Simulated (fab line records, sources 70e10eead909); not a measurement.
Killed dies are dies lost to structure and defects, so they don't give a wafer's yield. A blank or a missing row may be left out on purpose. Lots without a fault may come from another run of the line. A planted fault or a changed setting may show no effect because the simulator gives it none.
Problem report in the 8D (eight disciplines) form, filled by code | flow nand_harc | the parts of the form that need people (team, actions taken, sign-off) are left out

1. THE PROBLEM
cd_nm at NHARC_P_GATE_CD_MEAS_26 reads a mean of 113.5 nm on 6 wafers of 2 lots; wafers without a fault read 120.0 nm with a standard deviation of 0.52. That is -12 standard deviations from the usual mean.
The step: target cd 120 nm.
First seen on wafer L817.1, day 7 21:50, on cd_sem-02. The record holds 36 wafers of 12 lots with a number at this step. Rule for "out", or "out of limits": more than 4 standard deviations from the usual mean. The other wafers with a number count as sound.

2. WHAT IT IS AND WHAT IT IS NOT
question                    | is                     | is not
which readings at this step | cd_nm                  | -
which lots                  | L817, L818             | L806, L807, L808, L809, L811, L813, L816, L822, L825, L827
which wafers of those lots  | all that have a number | -
read on which gauges        | cd_sem-02              | cd_sem-01, cd_sem-03
when                        | from day 7 21:50       | up to then (21 sound wafers); but 9 sound wafers of L822, L825, L827 came after

3. SUSPECTS, AND WHAT RULES EACH OUT
Counting: a tool at a process step up to the reading stays a suspect if it ran every lot that is out and no sound lot after the first of them.
- the gauge at NHARC_P_GATE_CD_MEAS_26: kept. All the wafers that are out were read on cd_sem-02, and no step on other tools shows them out.
- litho_track-01 at NHARC_P_GATE_PEB_24 (peb time 65 s): kept. It ran every lot that is out, first L817 (day 7 21:45), and no sound lot after that; its last sound lot up to then is L816 (day 7 21:36).
Left after counting: litho_track-01 at NHARC_P_GATE_PEB_24, cd_sem-02 at NHARC_P_GATE_CD_MEAS_26.

4. THE CAUSE (what the simulator had put in)
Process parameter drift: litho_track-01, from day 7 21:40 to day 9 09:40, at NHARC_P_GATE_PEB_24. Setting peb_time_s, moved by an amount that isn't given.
Counting left 2 suspects, and this tool is among them.

5. THE CHAIN OF EFFECTS, in route order
Each row: a reading whose mean over the struck wafers that have a number lies more than 3 standard deviations from the usual. Only readings for which the record gives a usual standard deviation are gone through. hours: the time from each lot's start at the first step in this table that gives one to its start at this step, as a median over the lots. sigmas: the change in usual standard deviations.
hours | step                    | reading | usual    | on struck wafers | change | sigmas
0     | NHARC_P_GATE_CD_MEAS_26 | cd_nm   | 120.0 nm | 113.5            | -6.5   | -12
Later measuring or inspecting steps at which every struck wafer that the step has a row for has a number for every such reading, and none has moved that far: NHARC_P_GATE_INSPECT_28, NHARC_END_SORT_01.

6. WHAT WOULD HAVE CAUGHT IT SOONER
In this record the first reading out of limits at a measuring or inspecting step was taken at day 7 21:50, 0 hours after the fault began at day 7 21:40.
Of the lots that are out (2), L818 began NHARC_P_GATE_PEB_24 on litho_track-01 after day 7 21:50. A hold on the tool at that time would have spared it.
